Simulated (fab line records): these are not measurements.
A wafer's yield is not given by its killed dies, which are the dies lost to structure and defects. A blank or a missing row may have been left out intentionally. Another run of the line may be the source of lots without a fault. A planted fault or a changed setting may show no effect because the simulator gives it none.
Code-filled problem report in 8D (eight disciplines) form + flow nand_harc + the parts of the form that need people (team, actions taken, sign-off) are left out

1. WHAT IS WRONG
At NHARC_P_GATE_INSPECT_68, raw_defect_count averages 1409 over 6 wafers from 2 lots, while fault-free wafers read 205, standard deviation 78. Relative to the usual mean, that is a shift of +15 standard deviations.
Earliest sighting: wafer L638.3 on defect_inspect-02 at day 11 19:55. Wafers with a number at this step in the record: 36, from 12 lots. By rule, "out" or "out of limits" means more than 4 standard deviations away from the usual mean. The other wafers with a number count as sound.

2. WHAT THIS IS AND IS NOT
| question                    | is                                   | is not                                                                                 |
|-----------------------------|--------------------------------------|----------------------------------------------------------------------------------------|
| which readings at this step | raw_defect_count                     | -                                                                                      |
| which lots                  | L638, L639                           | L624, L625, L626, L627, L628, L630, L643, L645, L646, L647                             |
| which wafers of those lots  | all that have a number               | -                                                                                      |
| read on which gauges        | defect_inspect-01, defect_inspect-02 | -                                                                                      |
| when                        | from day 11 19:55                    | up to then (18 sound wafers); but 12 sound wafers of L643, L645, L646, L647 came after |

3. THE SUSPECTS, EACH WITH WHAT RULES IT OUT
Counting: any tool at a process step up to the reading is kept as a suspect provided that every lot that is out went through it and no sound lot did after the first of them.
- ruled out: the gauge at NHARC_P_GATE_INSPECT_68. 2 gauges (defect_inspect-01, defect_inspect-02) read the wafers that are out.
- rie_diel-01 at NHARC_P_GATE_ETCH_114 (etches the open film in CF4/O2, target depth 30 nm, overetch 3 nm, time 16.5 s): kept. It processed each lot that is out, first L638 at day 11 02:00, and no sound lot thereafter; up to then, the last sound lot it processed was L630 at day 7 16:00.
- rtp_anneal-01 at NHARC_P_GATE_RTA_64 (time 1 s): ruled out as a lasting fault. The sound lots L643 went through it after L638, its earliest lot that is out (day 11 18:43).
After counting, what remains is rie_diel-01 at NHARC_P_GATE_ETCH_114.

4. THE CAUSE (what the simulator had put in)
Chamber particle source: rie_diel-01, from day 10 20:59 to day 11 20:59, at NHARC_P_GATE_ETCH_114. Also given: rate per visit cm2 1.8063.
Counting left only this tool.

5. THE CHAIN OF EFFECTS, in route order
One row per reading whose mean, taken over the struck wafers that have a number, lies over 3 standard deviations from the usual. Only readings for which the record gives a usual standard deviation are gone through. hours: the time from each lot's start at the first step in this table that gives one to its start at this step, as a median over the lots. sigmas: the change in usual standard deviations.
| hours | step                    | reading             | usual | on struck wafers | change | sigmas |
|-------|-------------------------|---------------------|-------|------------------|--------|--------|
| 0     | NHARC_P_GATE_INSPECT_68 | raw_defect_count    | 205   | 1409             | +1204  | +15    |
| 453   | NHARC_END_SORT_01       | killed_at_periphery | 3.5   | 102.2            | +98.7  | +43    |
| 453   | NHARC_END_SORT_01       | killed_dies         | 69    | 149              | +80    | +4.7   |

6. WHAT WOULD HAVE CAUGHT IT SOONER
23 hours passed between the start of the fault at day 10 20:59 and the first reading out of limits at a measuring or inspecting step in this record, taken at day 11 19:55.
No tool reading at NHARC_P_GATE_ETCH_114 that has a usual standard deviation in the record was out on any struck wafer, so an alarm limit of 4 standard deviations on those readings would not have fired.
Lots out: 2; all had begun NHARC_P_GATE_ETCH_114 on rie_diel-01 by day 11 19:55. None of them would have been spared by holding the tool at that moment.
